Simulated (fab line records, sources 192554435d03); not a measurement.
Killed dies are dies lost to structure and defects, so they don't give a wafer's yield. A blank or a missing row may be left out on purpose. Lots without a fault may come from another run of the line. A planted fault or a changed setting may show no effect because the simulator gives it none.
Problem report in the 8D (eight disciplines) form, filled by code | flow n5_finfet | the parts of the form that need people (team, actions taken, sign-off) are left out

1. THE PROBLEM
temp_c at N5_MIM_TOP_ETCH_STRIP_01 reads a mean of 60.93 C on 1 wafer of 1 lot; wafers without a fault read 60.00 C with a standard deviation of 0.13. That is +7.2 standard deviations from the usual mean.
The step: strips in O2.
First seen on wafer L730.4, day 16 12:34, on rie_diel-02. The record holds 33 wafers of 11 lots with a number at this step. Rule for "out", or "out of limits": more than 4 standard deviations from the usual mean. The other wafers with a number count as sound.

2. WHAT IT IS AND WHAT IT IS NOT
question                    | is                | is not
which readings at this step | temp_c            | drypump_motor_current_A, o2_flow_sccm, oes_product_au, rf_vpp_V, showerhead_plenum_p_Torr, throttle_valve_pct
which lots                  | L730              | L712, L714, L715, L716, L719, L720, L722, L723, L724, L725
which wafers of those lots  | L730.4            | L730.1, L730.2
read on which tools         | rie_diel-02       | rie_diel-03, rie_diel-04
when                        | from day 16 12:34 | up to then (32 sound wafers)

3. SUSPECTS, AND WHAT RULES EACH OUT
Counting: a tool at a process step up to the reading stays a suspect if it ran every lot that is out. Sound lots after the first of them don't rule it out here, since some wafers of a struck lot are sound.
- ald_hk-02 at N5_MIM_TOP_ALD_00 (deposits Al2O3, purge time 3 s, co reactant pulse time 3 s): kept. It ran the lot that is out, L730 (day 16 10:43); its last sound lot up to then is L724 (day 14 20:37).
- rie_diel-02 at N5_MIM_TOP_ETCH_STRIP_01 (strips in O2): kept. It ran the lot that is out, L730 (day 16 12:34); its last sound lot up to then is L725 (day 15 19:26). Its own readings are out on those wafers: temp_c.
- Within ald_hk-02 at N5_MIM_TOP_ALD_00: the wafers that are out ran in chamber 0; their sound lot-mates ran in chambers 1, 2.
- Within rie_diel-02 at N5_MIM_TOP_ETCH_STRIP_01: the wafers that are out ran in chamber 3; their sound lot-mates ran in chambers 1, 2.
Left after counting: ald_hk-02 at N5_MIM_TOP_ALD_00, rie_diel-02 at N5_MIM_TOP_ETCH_STRIP_01.

4. THE CAUSE (what the simulator had put in)
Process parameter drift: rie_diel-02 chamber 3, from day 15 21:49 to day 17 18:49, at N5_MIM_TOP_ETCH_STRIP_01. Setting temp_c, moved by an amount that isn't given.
Counting left 2 suspects, and this tool is among them.

5. THE CHAIN OF EFFECTS, in route order
Each row: a reading whose mean over the struck wafers that have a number lies more than 3 standard deviations from the usual. Only readings for which the record gives a usual standard deviation are gone through. hours: the time from each lot's start at the first step in this table that gives one to its start at this step, as a median over the lots. sigmas: the change in usual standard deviations.
hours | step                     | reading | usual   | on struck wafers | change | sigmas
0     | N5_MIM_TOP_ETCH_STRIP_01 | temp_c  | 60.00 C | 60.93            | +0.93  | +7.2
The process steps in it:
- N5_MIM_TOP_ETCH_STRIP_01: strips in O2.
Later measuring or inspecting steps at which every struck wafer that the step has a row for has a number for every such reading, and none has moved that far: N5_MIM_BOT_LITHO_CD_MEAS_08.

6. WHAT WOULD HAVE CAUGHT IT SOONER
In this record the first reading out of limits was taken at day 16 12:34, 15 hours after the fault began at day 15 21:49.
